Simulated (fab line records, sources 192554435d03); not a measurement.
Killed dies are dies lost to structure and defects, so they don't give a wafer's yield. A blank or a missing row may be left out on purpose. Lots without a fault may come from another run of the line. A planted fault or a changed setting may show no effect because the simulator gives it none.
Chamber matching | flow n5_finfet | N5_STI_FIN_REVEAL_ETCHBACK_08 on rie_diel-01: 4 sister chambers
The step etches SiO2 in C4F6/O2, target depth 30.5 nm, time 10.167 s. 7 wafers are shown with their chamber, then 8 later ones without.

WAFERS WITH THEIR CHAMBER
wafer  | chamber | drypump_motor_current_A (A) | throttle_valve_pct (%)
L082.3 | 2       | 5.9                         | 21.02
L082.4 | 2       | 5.9                         | 21.00
L082.5 | 3       | 6.1                         | 21.24
L083.1 | 3       | 6.1                         | 21.22
L083.3 | 0       | 6.5                         | 21.23
L083.5 | 1       | 6.6                         | 21.41
L084.1 | 0       | 6.4                         | 21.25

WAFERS WITHOUT THEIR CHAMBER
wafer  | drypump_motor_current_A (A) | throttle_valve_pct (%)
L084.3 | 6.1                         | 21.23
L084.5 | 5.9                         | 21.02
L096.1 | 6.5                         | 21.29
L096.2 | 6.6                         | 21.45
L096.6 | 6.5                         | 21.27
L097.1 | 6.5                         | 21.29
L097.2 | 6.6                         | 21.45
L097.4 | 5.9                         | 21.07

WHICH CHAMBER EACH WENT THROUGH
wafer  | from the rows above | in truth
L084.3 | 3                   | 3
L084.5 | 2                   | 2
L096.1 | 0                   | 0
L096.2 | 1                   | 1
L096.6 | 0                   | 0
L097.1 | 0                   | 0
L097.2 | 1                   | 1
L097.4 | 2                   | 2
Placed correctly: 8 of 8. Can't be placed from these rows: 0. Placed wrongly: 0.
How it was worked out, from the rows above alone: a wafer's distance from a chamber is the root of the sum, over the readings, of the square of ((its reading less the chamber's mean) divided by the reading's scatter). The wafer belongs to the nearest chamber; if the next one is less than 2 further off, it can't be placed. A chamber's mean is the mean of its shown wafers. The scatter: the root of (the sum of the squares of (reading less its chamber's mean) over the shown wafers, divided by (wafers less chambers)).
